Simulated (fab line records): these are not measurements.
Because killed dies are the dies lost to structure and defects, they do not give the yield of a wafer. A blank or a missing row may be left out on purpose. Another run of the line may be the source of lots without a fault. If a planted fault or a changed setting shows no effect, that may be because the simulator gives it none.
Which tool did it?    flow n5_finfet    Sampling: 10 lots, 30 wafers, 5 of 1938 route steps

## WHAT THE GAUGES READ, wafer by wafer
N5_BEOL_M4_RC_MEAS_101. Usual: DIBL_N 36.2 mV/V, standard deviation 1.6; DIBL_P 36.5 mV/V, standard deviation 1.9; IOFF_N 0.158 nA/um, standard deviation 0.027; IOFF_P 0.21 nA/um, standard deviation 0.038; ION_N 675 uA/um, standard deviation 12; ION_P 464 uA/um, standard deviation 8.9; SS_N 71.5 mV/dec, standard deviation 0.61; SS_P 73.4 mV/dec, standard deviation 0.59; VT_N 250.4 mV, standard deviation 3; VT_P -250 mV, standard deviation 3.6.
lot   measured      on         DIBL_N (mV/V)   DIBL_P (mV/V)   IOFF_N (nA/um)     IOFF_P (nA/um)  ION_N (uA/um)  ION_P (uA/um)  SS_N (mV/dec)   SS_P (mV/dec)   VT_N (mV)          VT_P (mV)       flag
L346  day 7 23:20   prober-02  34.3 36.1 36.9  35.5 38.0 38.7  0.138 0.161 0.184  0.19 0.24 0.25  668 682 688    457 466 465    70.9 71.5 72.0  72.3 72.9 73.2  252.3 252.3 249.9  -251 -251 -246  
L347  day 7 20:24   prober-01  37.7 36.3 38.5  38.5 36.5 39.0  0.175 0.146 0.194  0.26 0.22 0.27  683 676 683    474 472 468    72.3 71.1 72.0  74.0 73.0 74.1  251.0 251.9 247.4  -247 -250 -245  
L354  day 9 20:32   prober-01  37.5 39.8 36.0  36.6 38.7 34.4  0.156 0.211 0.128  0.18 0.21 0.16  666 682 651    452 453 437    71.0 72.3 71.1  73.1 73.9 73.0  250.0 246.5 256.1  -257 -255 -259  
L355  day 10 02:59  prober-02  37.6 35.8 35.6  38.5 37.4 37.4  0.184 0.158 0.165  0.24 0.22 0.22  698 686 696    475 467 477    72.1 71.1 71.1  73.9 73.5 73.4  245.7 250.7 247.4  -249 -249 -248  
L363  day 12 15:55  prober-01  36.6 37.2 35.2  37.1 37.6 36.7  0.172 0.176 0.142  0.21 0.22 0.20  666 669 673    463 458 462    72.4 72.7 71.5  72.5 74.3 73.6  249.4 250.6 252.4  -252 -252 -253  
L365  day 12 12:52  prober-01  37.6 35.3 34.3  39.8 38.0 36.5  0.205 0.153 0.132  0.24 0.21 0.18  676 669 658    460 462 459    72.9 71.9 71.9  74.1 74.0 73.4  246.6 252.0 253.2  -249 -251 -253  
L364  day 12 17:14  prober-01  35.9 37.0 38.6  35.2 37.2 40.1  0.144 0.162 0.212  0.20 0.23 0.30  699 691 705    475 467 488    71.7 71.6 72.1  73.5 74.1 74.0  248.9 248.4 245.7  -250 -251 -242  
L366  day 13 19:52  prober-02  38.4 37.6 37.1  36.8 36.5 35.7  0.179 0.163 0.161  0.26 0.25 0.22  673 666 658    468 467 457    72.1 72.0 72.8  73.3 74.1 73.2  249.6 249.4 253.0  -247 -247 -247  
L367  day 13 14:35  prober-02  35.7 36.8 35.6  35.7 38.1 36.5  0.158 0.175 0.165  0.18 0.23 0.20  677 666 677    459 457 468    71.2 71.6 71.4  72.7 73.8 72.8  248.8 247.5 248.2  -254 -250 -251  
L368  day 14 08:34  prober-02  35.0 34.2 32.9  34.8 34.5 33.3  0.149 0.141 0.116  0.22 0.22 0.19  664 686 666    463 482 469    71.1 70.4 71.3  72.8 73.0 73.1  250.4 249.9 252.7  -248 -248 -251  

## TOOL THAT RAN EACH LOT (tool first, then ch and the chambers of the sampled wafers, then the start)
lot   N5_BEOL_M0_SPUTTER_132        N5_BEOL_M0_SPUTTER_141        N5_BEOL_M1_ILD_DEP_00            N5_BEOL_M1_COAT_62
L346  pvd_sputter-02, day 5 23:56   pvd_sputter-02, day 6 00:11   pecvd-04 ch 0,2, day 6 01:21     litho_track-01 ch 0, day 6 01:47
L347  pvd_sputter-02, day 6 01:06   pvd_sputter-02, day 6 01:20   pecvd-02 ch 0,1, day 6 02:30     litho_track-04 ch 0, day 6 03:59
L354  pvd_sputter-01, day 7 23:33   pvd_sputter-01, day 7 23:47   pecvd-01 ch 0,1,2, day 8 01:11   litho_track-04 ch 0, day 8 02:17
L355  pvd_sputter-01, day 8 00:11   pvd_sputter-01, day 8 00:26   pecvd-01 ch 0,1,2, day 8 01:32   litho_track-04 ch 0, day 8 05:07
L363  pvd_sputter-02, day 10 10:17  pvd_sputter-02, day 10 10:32  pecvd-04 ch 0,1, day 10 11:41    litho_track-03 ch 0, day 10 11:58
L365  pvd_sputter-01, day 10 17:57  pvd_sputter-01, day 10 18:11  pecvd-01 ch 0,1,2, day 10 19:32  litho_track-04 ch 0, day 10 20:53
L364  pvd_sputter-03, day 11 00:31  pvd_sputter-03, day 11 00:45  pecvd-02 ch 0,1, day 11 01:52    litho_track-03 ch 0, day 11 03:04
L366  pvd_sputter-01, day 11 04:58  pvd_sputter-01, day 11 05:14  pecvd-04 ch 1,2, day 11 06:22    litho_track-04 ch 0, day 11 06:40
L367  pvd_sputter-01, day 11 05:28  pvd_sputter-01, day 11 05:44  pecvd-04 ch 0,1, day 11 07:19    litho_track-03 ch 0, day 11 09:21
L368  pvd_sputter-03, day 11 12:25  pvd_sputter-03, day 11 12:39  pecvd-04 ch 0,1,2, day 11 14:52  litho_track-01 ch 0, day 11 18:51
- N5_BEOL_M0_SPUTTER_132: material Cu, target thk 4 nm, time 7.37 s.
- N5_BEOL_M0_SPUTTER_141: material Cu, target thk 4 nm, time 7.37 s.
- N5_BEOL_M1_ILD_DEP_00: deposits SiOC from DEMS/O2, target thk 79 nm, time 15.3 s.
- N5_BEOL_M1_COAT_62: time 60 s, resist thk 12 nm.

## AS READ BY THE TOOLS THEMSELVES (means over the sampled wafers that have a number; for cases with no such wafer, the mark the record gives instead)
N5_BEOL_M0_SPUTTER_132. Usual: chuck_gas_flow_sccm 1.27 sccm, standard deviation 0.053; substrate_temp_c -19.99 C, standard deviation 0.1; throttle_valve_pct 30.3 %, standard deviation 0.66.
lot   tool            chuck_gas_flow_sccm (sccm)  substrate_temp_c (C)  throttle_valve_pct (%)  flag
L346  pvd_sputter-02  1.26                        -19.97                30.2                    
L347  pvd_sputter-02  1.28                        -20.07                29.8                    
L354  pvd_sputter-01  1.28                        -20.01                31.0                    
L355  pvd_sputter-01  1.25                        -19.93                29.9                    
L363  pvd_sputter-02  1.32                        -20.04                30.8                    
L365  pvd_sputter-01  1.31                        -19.96                30.5                    
L364  pvd_sputter-03  1.26                        -19.97                30.1                    
L366  pvd_sputter-01  1.23                        -19.96                30.1                    
L367  pvd_sputter-01  1.29                        -20.00                30.5                    
L368  pvd_sputter-03  1.32                        -20.07                30.3                    

N5_BEOL_M0_SPUTTER_141. Usual: chuck_gas_flow_sccm 1.26 sccm, standard deviation 0.05; substrate_temp_c -20.01 C, standard deviation 0.095; throttle_valve_pct 30.2 %, standard deviation 0.68.
lot   tool            chuck_gas_flow_sccm (sccm)  substrate_temp_c (C)  throttle_valve_pct (%)  flag
L346  pvd_sputter-02  1.28                        -19.99                30.1                    
L347  pvd_sputter-02  1.30                        -20.02                29.7                    
L354  pvd_sputter-01  1.26                        -19.93                30.9                    
L355  pvd_sputter-01  1.30                        -20.04                29.6                    
L363  pvd_sputter-02  1.25                        -20.02                30.7                    
L365  pvd_sputter-01  1.23                        -19.95                30.2                    
L364  pvd_sputter-03  1.35                        -19.95                30.0                    
L366  pvd_sputter-01  1.23                        -19.95                30.2                    
L367  pvd_sputter-01  1.24                        -20.06                30.5                    
L368  pvd_sputter-03  1.27                        -19.98                30.4                    

N5_BEOL_M1_ILD_DEP_00. Usual: heater_power_w 489 W, standard deviation 81; showerhead_plenum_p_Torr 5.692 Torr, standard deviation 0.014; throttle_valve_pct 12.0 %, standard deviation 0.52.
lot   tool      heater_power_w (W)  showerhead_plenum_p_Torr (Torr)  throttle_valve_pct (%)  flag
L346  pecvd-04  403                 5.702                            12.0                    
L347  pecvd-02  574                 5.696                            12.4                    
L354  pecvd-01  484                 5.684                            11.9                    
L355  pecvd-01  459                 5.686                            11.7                    
L363  pecvd-04  457                 5.683                            12.1                    
L365  pecvd-01  471                 5.684                            11.8                    
L364  pecvd-02  505                 5.699                            12.6                    
L366  pecvd-04  448                 5.685                            11.6                    
L367  pecvd-04  484                 5.681                            12.4                    
L368  pecvd-04  462                 5.689                            11.7                    

N5_BEOL_M1_COAT_62. Usual: spin_speed_rpm 1500.0 rpm, standard deviation 1.
lot   tool            spin_speed_rpm (rpm)  flag
L346  litho_track-01  1500.2                
L347  litho_track-04  1500.0                
L354  litho_track-04  1457.5                OFF
L355  litho_track-04  1458.4                OFF
L363  litho_track-03  1499.9                
L365  litho_track-04  1499.1                
L364  litho_track-03  1498.7                
L366  litho_track-04  1499.0                
L367  litho_track-03  1499.3                
L368  litho_track-01  1501.0                

## THE ANSWER, worked out from the rows above alone
Rule: a lot counts as off when the mean over its wafers that have a number is more than 3 standard deviations away from the usual mean. Also off: a lot with no number at a reading for which 4 or more lots have one. All remaining lots with rows at the step are treated as sound. The gauges are gone through in route order, then the tools' own readings, and for those a lot's mean is taken as printed above. The first step at which some lot is off is used, and at that step the reading that is off furthest; a lot without a number counts as furthest.
Off: L354, L355, at N5_BEOL_M1_COAT_62 (spin_speed_rpm).
A tool fits if, at that step or a process step before it, it ran every lot that is off, and no sound lot after the first of them. None of those tried fits.

## WHAT THE SIMULATOR HAD PUT IN
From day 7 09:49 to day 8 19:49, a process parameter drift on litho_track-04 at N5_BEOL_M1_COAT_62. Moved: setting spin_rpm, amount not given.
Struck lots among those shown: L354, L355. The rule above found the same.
